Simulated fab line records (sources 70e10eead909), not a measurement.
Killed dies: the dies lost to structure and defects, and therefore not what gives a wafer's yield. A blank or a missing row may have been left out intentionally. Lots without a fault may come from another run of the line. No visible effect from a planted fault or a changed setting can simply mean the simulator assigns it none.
One fault seen from 3 desks -- flow nand-harc -- each desk has only its own numbers; what lay behind them comes last

## FOR THE TOOL OWNER'S DESK: ecd-cu-02
The tool's own readings at NHARC_P_M2_ECD_22 (material Cu, target thk 400 nm): means of the sampled wafers that have a number, for each lot that ran on this tool. Any lot whose mean is over 4 standard deviations away from the usual mean is out of limits and marked OUT; that distance is given in the brackets.
Columns: A = bath-heat-duty-pct at NHARC_P_M2_ECD_22, usual 6.0 %
lot,first seen here,A
L729,day 6 22:10,5.7
L730,day 7 07:57,5.6
L732,day 8 08:26,6.2
L735,day 9 16:35,5.7
L736,day 9 18:49,6.5
L738,day 10 23:22,6.5
L745,day 13 15:25,6.5
L748,day 15 00:31,5.5
L749,day 15 06:00,6.7
This desk's finding: nothing out of limits on any of the 9 lots.

## AT THE METROLOGY DESK
Lot by lot, what the gauges showed, no matter which tool ran the lot: averages of those sampled wafers that carry a number. Any lot whose mean is over 4 standard deviations away from the usual mean is out of limits and marked OUT; that distance is given in the brackets.
Columns: A = thk-nm at NHARC_P_M2_THK_MEAS_24, usual 144.5 nm
lot,first seen here,A
L729,day 6 23:03,145.5
L730,day 7 08:59,144.4
L732,day 8 09:28,144.8
L735,day 9 17:37,145.9
L736,day 9 19:52,146.6
L738,day 11 00:24,144.7
L745,day 13 16:24,144.5
L746,day 13 23:12,143.8
L747,day 15 01:01,143.5
L748,day 15 01:38,143.5
L749,day 15 07:03,145.3
L750,day 15 18:56,143.5
L751,day 16 09:25,142.5
This desk's finding: nothing out of limits on any of the 13 lots.

## THE DEFECT DESK
Lot by lot, what the route's inspections counted, given as the mean of those sampled wafers with a number. Any lot whose mean is over 4 standard deviations away from the usual mean is out of limits and marked OUT; that distance is given in the brackets.
Columns: A = raw-defect-count at NHARC_P_M2_INSPECT_27, usual 349
lot,first seen here,A
L729,day 6 23:13,415
L730,day 7 09:09,551
L732,day 8 09:38,239
L735,day 9 17:47,192
L736,day 9 20:01,473
L738,day 11 00:34,461
L745,day 13 16:33,253
L746,day 13 23:22,259
L747,day 15 01:10,273
L748,day 15 01:47,351
L749,day 15 07:12,484
L750,day 15 19:06,383
L751,day 16 09:34,478
This desk's finding: nothing out of limits on any of the 13 lots.

## PUT TOGETHER
The tool owner's desk saw nothing out of limits.
At the metrology desk, nothing out of limits was observed.
The defect desk saw nothing out of limits.

## WHAT THE SIMULATOR PUT IN
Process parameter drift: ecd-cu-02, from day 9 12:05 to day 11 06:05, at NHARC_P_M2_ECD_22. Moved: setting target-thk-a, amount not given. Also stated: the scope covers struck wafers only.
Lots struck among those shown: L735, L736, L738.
